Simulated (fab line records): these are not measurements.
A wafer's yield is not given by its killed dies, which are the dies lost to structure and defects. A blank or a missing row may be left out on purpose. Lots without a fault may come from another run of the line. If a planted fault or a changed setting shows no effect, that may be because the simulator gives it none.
The tool behind it: which one?	flow n5-finfet	Sampling: 24 lots, 72 wafers, 6 of 1938 route steps

WHAT THE GAUGES SHOWED, per wafer
Not one reading of a measure or inspect step in the record can be checked against a usual standard deviation.

TOOL THAT RAN EACH LOT (tool first, then ch and the chambers of the sampled wafers, then the start)
lot	N5_BEOL_M3_ETCH_69	N5_BEOL_M3_STRIP_97	N5_BEOL_M3_SURFACE_TREAT_85	N5_BEOL_M3_ANNEAL_49	N5_BEOL_M3_SPUTTER_90	N5_BEOL_M3_CO_CAP_55
L074	rie-diel-02 ch 2,3, day 7 17:06	rie-diel-02 ch 1,3, day 8 12:35 or earlier	pvd-sputter-02, day 8 12:35	pvd-sputter-03, day 8 12:57	pvd-sputter-03, day 8 13:58	cvd-co-02 ch 0,1, day 8 15:29
L075	rie-diel-06 ch 0,2, day 7 20:35	rie-diel-02 ch 2,3, day 8 15:34 or earlier	pvd-sputter-03, day 8 15:34	pvd-sputter-02, day 8 15:58	pvd-sputter-02, day 8 16:59	cvd-co-01 ch 1,2, day 8 18:31
L078	rie-diel-06 ch 0,3, day 7 20:45	rie-diel-06 ch 1,3, day 9 04:55 or earlier	pvd-sputter-02, day 9 04:55	pvd-sputter-03, day 9 05:18	pvd-sputter-03, day 9 06:19	cvd-co-02 ch 0,2, day 9 07:50
L077	rie-diel-02 ch 1,2,3, day 8 02:16	rie-diel-04 ch 2,3, day 9 18:03 or earlier	pvd-sputter-03, day 9 18:03	pvd-sputter-02, day 9 18:24	pvd-sputter-02, day 9 19:25	cvd-co-01 ch 0,1,2, day 9 20:59
L079	rie-diel-06 ch 2,3, day 8 15:56	rie-diel-06 ch 1,3, day 10 07:55 or earlier	pvd-sputter-03, day 10 07:55	pvd-sputter-03, day 10 08:29	pvd-sputter-03, day 10 09:30	cvd-co-01 ch 1,2, day 10 11:05
L080	rie-diel-06 ch 0,3, day 8 16:07	rie-diel-06 ch 0,1,3, day 10 10:48 or earlier	pvd-sputter-03, day 10 10:48	pvd-sputter-03, day 10 11:16	pvd-sputter-03, day 10 12:17	cvd-co-01 ch 0,1,2, day 10 13:48
L081	rie-diel-02 ch 0,1, day 9 11:55	rie-diel-02 ch 0,1,2, day 10 14:32 or earlier	pvd-sputter-03, day 10 14:32	pvd-sputter-03, day 10 14:52	pvd-sputter-03, day 10 15:53	cvd-co-02 ch 1,2, day 10 17:30
L082	rie-diel-06 ch 0,1,2, day 10 05:56	rie-diel-06 ch 0,1,3, day 10 22:59 or earlier	pvd-sputter-02, day 10 22:59	pvd-sputter-02, day 10 23:22	pvd-sputter-02, day 11 00:23	cvd-co-02 ch 1,2, day 11 01:54
L083	rie-diel-04 ch 0,1,3, day 10 06:16	rie-diel-04 ch 0,2,3, day 11 04:01 or earlier	pvd-sputter-02, day 11 04:01	pvd-sputter-02, day 11 04:22	pvd-sputter-02, day 11 05:23	cvd-co-01 ch 0,2, day 11 06:55
L084	rie-diel-04 ch 0,1,3, day 11 05:37	rie-diel-04 ch 0,2,3, day 11 16:22 or earlier	pvd-sputter-02, day 11 16:22	pvd-sputter-02, day 11 16:44	pvd-sputter-02, day 11 17:46	cvd-co-02 ch 1,2, day 11 19:17
L085	rie-diel-06 ch 0,3, day 12 00:46	rie-diel-04 ch 0,2,3, day 12 17:52 or earlier	pvd-sputter-02, day 12 17:52	pvd-sputter-03, day 12 18:15	pvd-sputter-03, day 12 19:16	cvd-co-02 ch 0,2, day 12 20:53
L087	rie-diel-04 ch 2,3, day 12 04:58	rie-diel-06 ch 1,3, day 12 17:59 or earlier	pvd-sputter-02, day 12 17:59	pvd-sputter-01, day 12 18:23	pvd-sputter-01, day 12 19:24	cvd-co-01 ch 0,1, day 12 21:04
L086	rie-diel-04 ch 0,3, day 12 05:05	rie-diel-04 ch 0,3, day 12 17:58 or earlier	pvd-sputter-01, day 12 17:58	pvd-sputter-02, day 12 20:04	pvd-sputter-02, day 12 21:05	cvd-co-01 ch 1,2, day 12 22:37
L089	rie-diel-06 ch 1,3, day 12 09:52	rie-diel-06 ch 0,1, day 13 08:40 or earlier	pvd-sputter-03, day 13 08:40	pvd-sputter-02, day 13 09:05	pvd-sputter-02, day 13 10:07	cvd-co-02 ch 1,2, day 13 11:38
L076	rie-diel-06 ch 0,2, day 12 10:49	rie-diel-06 ch 0,1,3, day 13 08:34 or earlier	pvd-sputter-01, day 13 08:34	pvd-sputter-03, day 13 08:59	pvd-sputter-03, day 13 10:01	cvd-co-02 ch 0,1, day 13 11:32
L090	rie-diel-04 ch 0,2,3, day 12 11:00	rie-diel-04 ch 1,2, day 13 12:04 or earlier	pvd-sputter-03, day 13 12:04	pvd-sputter-03, day 13 12:22	pvd-sputter-03, day 13 13:23	cvd-co-01 ch 0,1, day 13 14:55
L088	rie-diel-06 ch 0,1,2, day 12 18:52	rie-diel-04 ch 0,1,2, day 14 04:02 or earlier	pvd-sputter-03, day 14 04:02	pvd-sputter-03, day 14 05:05	pvd-sputter-03, day 14 06:07	cvd-co-02 ch 1,2, day 14 08:35
L091	rie-diel-06 ch 2,3, day 12 19:14	rie-diel-06 ch 0,1,3, day 14 04:26 or earlier	pvd-sputter-03, day 14 04:26	pvd-sputter-01, day 14 06:18	pvd-sputter-01, day 14 07:19	cvd-co-02 ch 1,2, day 14 08:56
L092	rie-diel-06 ch 0,2,3, day 12 20:09	rie-diel-04 ch 1,2, day 14 11:20 or earlier	pvd-sputter-02, day 14 11:20	pvd-sputter-03, day 14 13:07	pvd-sputter-03, day 14 14:08	cvd-co-01 ch 0,1,2, day 14 16:04
L093	rie-diel-04 ch 0,2,3, day 13 01:14	rie-diel-04 ch 0,1,2, day 14 15:10 or earlier	pvd-sputter-03, day 14 15:10	pvd-sputter-03, day 14 15:32	pvd-sputter-03, day 14 16:34	cvd-co-01 ch 0,1,2, day 14 18:05
L094	rie-diel-04 ch 1,2,3, day 13 02:13	rie-diel-04 ch 0,1, day 14 15:37 or earlier	pvd-sputter-02, day 14 15:37	pvd-sputter-01, day 14 16:43	pvd-sputter-01, day 14 17:44	cvd-co-01 ch 0,2, day 14 19:16
L095	rie-diel-06 ch 1,2, day 13 02:55	rie-diel-06 ch 0,1,3, day 14 18:31 or earlier	pvd-sputter-02, day 14 18:31	pvd-sputter-03, day 14 18:50	pvd-sputter-03, day 14 19:51	cvd-co-01 ch 0,2, day 14 21:23
L096	rie-diel-06 ch 0,3, day 13 05:52	rie-diel-04 ch 1,2,3, day 14 18:35 or earlier	pvd-sputter-01, day 14 18:35	pvd-sputter-01, day 14 18:56	pvd-sputter-01, day 14 19:57	cvd-co-02 ch 0,2, day 14 21:30
L097	rie-diel-06 ch 1,2,3, day 13 12:46	rie-diel-06 ch 0,1, day 14 21:46 or earlier	pvd-sputter-01, day 14 21:46	pvd-sputter-02, day 14 22:06	pvd-sputter-02, day 14 23:07	cvd-co-02 ch 0,2, day 15 02:05
- N5_BEOL_M3_ETCH_69: etches SiARC in CF4, target depth 15.6 nm, time 26 s.
- N5_BEOL_M3_STRIP_97: strips in N2/H2, time 10 s.
- N5_BEOL_M3_SURFACE_TREAT_85
- N5_BEOL_M3_ANNEAL_49: time 240 s.
- N5_BEOL_M3_SPUTTER_90: material Cu, target thk 4.5 nm, time 8.29 s.
- N5_BEOL_M3_CO_CAP_55: material Co, precursor CCTBA/H2, target thk 2 nm, time 102.1 s.

WHAT THE TOOLS THEMSELVES READ (means of the sampled wafers that have a number; where no wafer has one, the mark that the record gives instead)
N5_BEOL_M3_ETCH_69. Usual: drypump-motor-current-A 5.5 A, standard deviation 0.34; etch-rf-on-time-s 26.0 s, standard deviation 0.74; oes-product-au 0.64 a.u., standard deviation 0.068; rf-vpp-V 183.7 V, standard deviation 1.3; showerhead-plenum-p-Torr 2.11 Torr, standard deviation 0.07; throttle-valve-pct 15.63 %, standard deviation 0.23.
lot	tool	drypump-motor-current-A (A)	etch-rf-on-time-s (s)	oes-product-au (a.u.)	rf-vpp-V (V)	showerhead-plenum-p-Torr (Torr)	throttle-valve-pct (%)	flag
L074	rie-diel-02	5.6	26.4	0.60	183.5	2.11	15.65	
L075	rie-diel-06	5.1	26.2	0.66	185.3	2.17	15.55	
L078	rie-diel-06	5.1	26.2	0.71	184.3	2.08	15.46	
L077	rie-diel-02	5.7	26.5	0.61	183.5	2.09	15.59	
L079	rie-diel-06	5.2	25.8	0.62	184.1	2.15	15.79	
L080	rie-diel-06	5.2	26.0	0.67	183.7	2.06	15.71	
L081	rie-diel-02	5.8	26.7	0.67	183.3	2.09	15.37	
L082	rie-diel-06	5.3	25.7	0.66	183.1	2.11	15.55	
L083	rie-diel-04	5.9	25.3	0.66	183.5	2.07	15.64	
L084	rie-diel-04	5.9	25.6	0.64	182.8	2.07	15.64	
L085	rie-diel-06	5.0	26.7	0.68	182.7	2.07	15.52	
L087	rie-diel-04	5.5	25.9	0.59	184.1	2.13	15.78	
L086	rie-diel-04	5.7	25.7	0.64	183.6	2.09	15.65	
L089	rie-diel-06	5.6	25.6	0.62	183.2	2.05	15.75	
L076	rie-diel-06	5.1	26.0	0.63	184.7	2.16	15.60	
L090	rie-diel-04	5.6	25.8	0.65	184.2	2.13	15.62	
L088	rie-diel-06	5.3	26.0	0.64	183.0	2.11	15.57	
L091	rie-diel-06	5.4	26.4	0.60	183.3	2.09	15.89	
L092	rie-diel-06	5.2	26.2	0.64	183.9	2.11	15.68	
L093	rie-diel-04	5.5	26.0	0.65	183.6	2.13	15.62	
L094	rie-diel-04	5.7	25.8	0.67	184.8	2.19	15.64	
L095	rie-diel-06	5.4	25.7	0.60	184.8	2.15	15.71	
L096	rie-diel-06	5.2	26.3	0.64	182.1	2.05	15.75	
L097	rie-diel-06	5.4	25.7	0.61	183.5	2.09	15.80	

N5_BEOL_M3_STRIP_97. Usual: drypump-motor-current-A 5.5 A, standard deviation 0.38; n2-flow-sccm 200.0 sccm, standard deviation 0.58; oes-product-au 0.76 a.u., standard deviation 0.09; rf-vpp-V 59.2 V, standard deviation 0.87; showerhead-plenum-p-Torr 2.52 Torr, standard deviation 0.1; throttle-valve-pct 23.70 %, standard deviation 0.25.
lot	tool	drypump-motor-current-A (A)	n2-flow-sccm (sccm)	oes-product-au (a.u.)	rf-vpp-V (V)	showerhead-plenum-p-Torr (Torr)	throttle-valve-pct (%)	flag
L074	rie-diel-02	6.0	200.2	0.71	58.4	2.45	23.65	
L075	rie-diel-02	5.6	199.6	0.71	59.3	2.51	23.65	
L078	rie-diel-06	5.6	199.9	0.72	58.4	2.41	23.52	
L077	rie-diel-04	5.4	200.0	0.70	60.6	2.60	23.95	
L079	rie-diel-06	5.6	199.9	0.73	59.2	2.41	23.53	
L080	rie-diel-06	5.3	200.4	0.78	59.8	2.43	23.56	
L081	rie-diel-02	5.6	200.6	0.78	58.7	2.50	23.50	
L082	rie-diel-06	5.3	198.9	0.77	59.9	2.43	23.55	
L083	rie-diel-04	5.5	200.2	0.77	59.0	2.55	23.79	
L084	rie-diel-04	5.6	199.6	0.76	59.8	2.55	23.80	
L085	rie-diel-04	5.6	200.0	0.76	59.9	2.55	23.81	
L087	rie-diel-06	5.4	200.4	0.71	59.5	2.41	23.72	
L086	rie-diel-04	5.7	200.5	0.73	59.7	2.49	23.79	
L089	rie-diel-06	5.2	200.0	0.79	59.0	2.45	23.42	
L076	rie-diel-06	5.3	200.3	0.76	59.0	2.43	23.57	
L090	rie-diel-04	5.9	201.1	0.87	59.6	2.69	23.83	
L088	rie-diel-04	5.8	199.8	0.83	59.4	2.61	23.76	
L091	rie-diel-06	5.3	200.0	0.74	58.8	2.42	23.59	
L092	rie-diel-04	5.6	200.4	0.78	59.8	2.66	23.94	
L093	rie-diel-04	5.8	199.2	0.83	59.3	2.61	23.76	
L094	rie-diel-04	6.1	199.6	0.91	59.5	2.63	23.67	
L095	rie-diel-06	5.3	200.1	0.74	58.7	2.42	23.59	
L096	rie-diel-04	5.8	200.1	0.87	59.7	2.61	23.76	
L097	rie-diel-06	5.4	199.9	0.74	59.0	2.41	23.41	

N5_BEOL_M3_ANNEAL_49. Usual: heater-power-w 805 W, standard deviation 67; susceptor_temp_C_max 401.2, standard deviation 0.44.
lot	tool	heater-power-w (W)	susceptor_temp_C_max	flag
L074	pvd-sputter-03	812	401.3	
L075	pvd-sputter-02	804	400.9	
L078	pvd-sputter-03	813	401.3	
L077	pvd-sputter-02	790	400.7	
L079	pvd-sputter-03	860	401.5	
L080	pvd-sputter-03	762	400.7	
L081	pvd-sputter-03	797	401.4	
L082	pvd-sputter-02	782	401.2	
L083	pvd-sputter-02	777	400.9	
L084	pvd-sputter-02	768	401.3	
L085	pvd-sputter-03	793	400.9	
L087	pvd-sputter-01	870	401.2	
L086	pvd-sputter-02	780	401.2	
L089	pvd-sputter-02	814	400.9	
L076	pvd-sputter-03	807	401.3	
L090	pvd-sputter-03	808	401.4	
L088	pvd-sputter-03	852	401.0	
L091	pvd-sputter-01	833	401.3	
L092	pvd-sputter-03	818	401.2	
L093	pvd-sputter-03	826	401.2	
L094	pvd-sputter-01	803	401.2	
L095	pvd-sputter-03	823	401.3	
L096	pvd-sputter-01	825	401.2	
L097	pvd-sputter-02	801	400.8	

N5_BEOL_M3_SPUTTER_90. Usual: chamber-pressure-pa 0.06998 Pa, standard deviation 0.00014; chuck-sensor-temp-C -16.0 C, standard deviation 0.61; throttle-valve-pct 30.2 %, standard deviation 0.72.
lot	tool	chamber-pressure-pa (Pa)	chuck-sensor-temp-C (C)	throttle-valve-pct (%)	flag
L074	pvd-sputter-03	0.07000	-16.1	30.3	
L075	pvd-sputter-02	0.07007	-16.2	30.7	
L078	pvd-sputter-03	0.06998	-16.1	30.1	
L077	pvd-sputter-02	0.06995	-16.2	30.4	
L079	pvd-sputter-03	0.06998	-16.4	30.0	
L080	pvd-sputter-03	0.07018	-15.3	30.7	
L081	pvd-sputter-03	0.07002	-16.2	30.0	
L082	pvd-sputter-02	0.06985	-16.0	30.3	
L083	pvd-sputter-02	0.06985	-16.0	30.4	
L084	pvd-sputter-02	0.06992	-16.0	30.3	
L085	pvd-sputter-03	0.06994	-15.8	30.0	
L087	pvd-sputter-01	0.07000	-16.7	31.2	
L086	pvd-sputter-02	0.06997	-16.0	30.2	
L089	pvd-sputter-02	0.07004	-16.0	30.9	
L076	pvd-sputter-03	0.07008	-16.3	30.1	
L090	pvd-sputter-03	0.07009	-16.2	30.1	
L088	pvd-sputter-03	0.07014	-16.2	29.8	
L091	pvd-sputter-01	0.06989	-16.6	30.4	
L092	pvd-sputter-03	0.06995	-16.2	30.1	
L093	pvd-sputter-03	0.06996	-15.9	30.2	
L094	pvd-sputter-01	0.07002	-16.6	29.7	
L095	pvd-sputter-03	0.07007	-15.9	30.3	
L096	pvd-sputter-01	0.07005	-15.8	29.6	
L097	pvd-sputter-02	0.06984	-16.2	30.8	

N5_BEOL_M3_CO_CAP_55. Usual: 238 W for heater-power-w, sd 10.
lot	tool	heater-power-w (W)	flag
L074	cvd-co-02	248	
L075	cvd-co-01	239	
L078	cvd-co-02	238	
L077	cvd-co-01	234	
L079	cvd-co-01	240	
L080	cvd-co-01	238	
L081	cvd-co-02	243	
L082	cvd-co-02	242	
L083	cvd-co-01	236	
L084	cvd-co-02	244	
L085	cvd-co-02	233	
L087	cvd-co-01	229	
L086	cvd-co-01	242	
L089	cvd-co-02	237	
L076	cvd-co-02	253	
L090	cvd-co-01	231	
L088	cvd-co-02	233	
L091	cvd-co-02	241	
L092	cvd-co-01	236	
L093	cvd-co-01	236	
L094	cvd-co-01	237	
L095	cvd-co-01	244	
L096	cvd-co-02	234	
L097	cvd-co-02	234	

THE ANSWER, worked out from the rows above alone
Rule: a lot is off if the mean of its wafers that have a number lies more than 3 standard deviations from the usual mean. Also off: a lot with no number at a reading for which 4 or more lots have one. Any other lot the step has rows for is counted as sound. Order of review: gauges by route order, followed by the tools' own readings, for which a lot's mean as printed above is used. The first step at which some lot is off is used, and at that step the reading that is off furthest; a lot without a number counts as furthest.
No lot is off on any of the readings shown, so nothing can be concluded from this.

WHAT WAS PUT IN BY THE SIMULATOR
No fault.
